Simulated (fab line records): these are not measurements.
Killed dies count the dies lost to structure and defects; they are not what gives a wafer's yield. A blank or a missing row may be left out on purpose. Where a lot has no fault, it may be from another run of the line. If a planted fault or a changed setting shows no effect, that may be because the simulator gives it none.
Matching of chambers || flow n5 finfet || 4 sister chambers for N5_BEOL_M9_ALD_74 on ald metal-04
The step deposits TaN, target thk 2 nm, pulse time 2 s, purge time 3 s. 17 wafers are shown with their chamber, then 8 later ones without.

WAFERS PAIRED WITH THEIR CHAMBERS
{"wafer": "L912.1", "chamber": 3, "heater power w (W)": 407}
{"wafer": "L912.5", "chamber": 3, "heater power w (W)": 406}
{"wafer": "L912.6", "chamber": 0, "heater power w (W)": 517}
{"wafer": "L914.4", "chamber": 3, "heater power w (W)": 402}
{"wafer": "L914.5", "chamber": 1, "heater power w (W)": 415}
{"wafer": "L914.6", "chamber": 0, "heater power w (W)": 523}
{"wafer": "L916.4", "chamber": 0, "heater power w (W)": 525}
{"wafer": "L916.5", "chamber": 3, "heater power w (W)": 405}
{"wafer": "L916.6", "chamber": 0, "heater power w (W)": 510}
{"wafer": "L918.3", "chamber": 1, "heater power w (W)": 429}
{"wafer": "L918.4", "chamber": 0, "heater power w (W)": 517}
{"wafer": "L918.5", "chamber": 0, "heater power w (W)": 507}
{"wafer": "L919.2", "chamber": 3, "heater power w (W)": 399}
{"wafer": "L919.3", "chamber": 0, "heater power w (W)": 507}
{"wafer": "L919.5", "chamber": 1, "heater power w (W)": 433}
{"wafer": "L920.2", "chamber": 0, "heater power w (W)": 501}
{"wafer": "L920.3", "chamber": 2, "heater power w (W)": 405}

SIGNATURES (averages over the wafers above)
{"reading": "heater power w", "chamber 0": 513.38, "chamber 1": 425.67, "chamber 2": 405.00, "chamber 3": 403.80, "scatter within a chamber": 7.45}
Rule: a wafer's distance from a chamber is the root of the sum, over the readings, of the square of ((its reading less the chamber's mean) divided by the reading's scatter). The wafer belongs to the nearest chamber; if the next one is less than 2 further off, it can't be placed. The scatter: take each reading less its chamber's mean, square it, sum over the shown wafers, divide by the number of wafers less the number of chambers, and take the root.

WAFERS WITH NO CHAMBER GIVEN
{"wafer": "L920.6", "heater power w (W)": 408}
{"wafer": "L924.1", "heater power w (W)": 405}
{"wafer": "L924.3", "heater power w (W)": 400}
{"wafer": "L926.3", "heater power w (W)": 415}
{"wafer": "L926.5", "heater power w (W)": 407}
{"wafer": "L931.1", "heater power w (W)": 415}
{"wafer": "L931.5", "heater power w (W)": 411}
{"wafer": "L931.6", "heater power w (W)": 411}

WHICH CHAMBER EACH WENT THROUGH
{"wafer": "L920.6", "from the rows above": "can't be placed: 2 or 3 or 1", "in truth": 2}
{"wafer": "L924.1", "from the rows above": "can't be placed: 2 or 3", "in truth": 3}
{"wafer": "L924.3", "from the rows above": "can't be placed: 3 or 2", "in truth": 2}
{"wafer": "L926.3", "from the rows above": "can't be placed: 2 or 1 or 3", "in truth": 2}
{"wafer": "L926.5", "from the rows above": "can't be placed: 2 or 3", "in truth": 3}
{"wafer": "L931.1", "from the rows above": "can't be placed: 2 or 1 or 3", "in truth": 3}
{"wafer": "L931.5", "from the rows above": "can't be placed: 2 or 3 or 1", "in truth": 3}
{"wafer": "L931.6", "from the rows above": "can't be placed: 2 or 3 or 1", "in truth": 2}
0 of 8 placed correctly. Cannot be placed on the basis of these rows: 8; the candidates contain the true chamber in 8. Number placed wrongly: 0.
